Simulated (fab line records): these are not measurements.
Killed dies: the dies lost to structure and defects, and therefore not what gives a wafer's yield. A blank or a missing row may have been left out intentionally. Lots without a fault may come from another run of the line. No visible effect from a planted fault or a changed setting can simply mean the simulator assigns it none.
Chamber matching -- flow n5 finfet -- N5_MOL_CONTACT_COAG_ETCH_106 on rie diel-02: 4 sister chambers
The step etches SOC in N2/H2, target depth 80 nm, overetch 16 nm, time 120 s. 16 wafers are shown with their chamber, then 8 later ones without.

WAFERS, EACH WITH ITS CHAMBER
wafer,chamber,showerhead plenum p Torr (Torr),drypump motor current A (A),throttle valve pct (%)
L074.4,2,2.62,5.4,17.83
L074.5,3,2.55,5.8,17.81
L074.6,1,2.65,5.7,18.14
L078.3,0,2.72,5.2,17.81
L078.4,1,2.65,5.7,18.16
L078.5,3,2.55,5.9,17.81
L079.1,0,2.72,5.2,17.82
L079.4,3,2.55,5.9,17.83
L079.6,0,2.72,5.2,17.81
L083.2,0,2.71,5.2,17.83
L083.4,2,2.62,5.4,17.85
L083.5,3,2.55,5.8,17.87
L081.2,1,2.64,5.7,18.18
L081.4,3,2.55,5.8,17.86
L081.6,1,2.64,5.7,18.14
L085.2,0,2.71,5.2,17.83

SIGNATURES, as means of the wafers listed above
reading,chamber 0,chamber 1,chamber 2,chamber 3,scatter within a chamber
showerhead plenum p Torr,2.7160,2.6450,2.6200,2.5500,0.00428
drypump motor current A,5.200,5.700,5.400,5.840,0.0316
throttle valve pct,17.8200,18.1550,17.8400,17.8360,0.02
Rule: for a wafer and a chamber, the distance is found by dividing, reading by reading, the gap between the wafer's reading and the chamber's mean by the reading's scatter, squaring, summing and taking the root. If the next closest chamber is less than 2 further off than the closest, the wafer can't be placed; otherwise it belongs to the closest. The scatter is the square root of a quotient: the sum, over the shown wafers, of each reading's squared deviation from its chamber's mean, divided by wafers minus chambers.

WAFERS WITH NO CHAMBER GIVEN
wafer,showerhead plenum p Torr (Torr),drypump motor current A (A),throttle valve pct (%)
L085.4,2.54,5.9,17.86
L085.6,2.64,5.7,18.17
L088.1,2.61,5.4,17.86
L088.2,2.64,5.7,18.18
L088.6,2.54,5.9,17.86
L091.1,2.64,5.7,18.20
L091.5,2.61,5.4,17.88
L091.6,2.64,5.7,18.20

EACH ONE'S CHAMBER
wafer,from the rows above,in truth
L085.4,3,3
L085.6,1,1
L088.1,2,2
L088.2,1,1
L088.6,3,3
L091.1,1,1
L091.5,2,2
L091.6,1,1
Correctly placed: 8 of 8. Not placeable from these rows: 0. 0 placed wrongly.
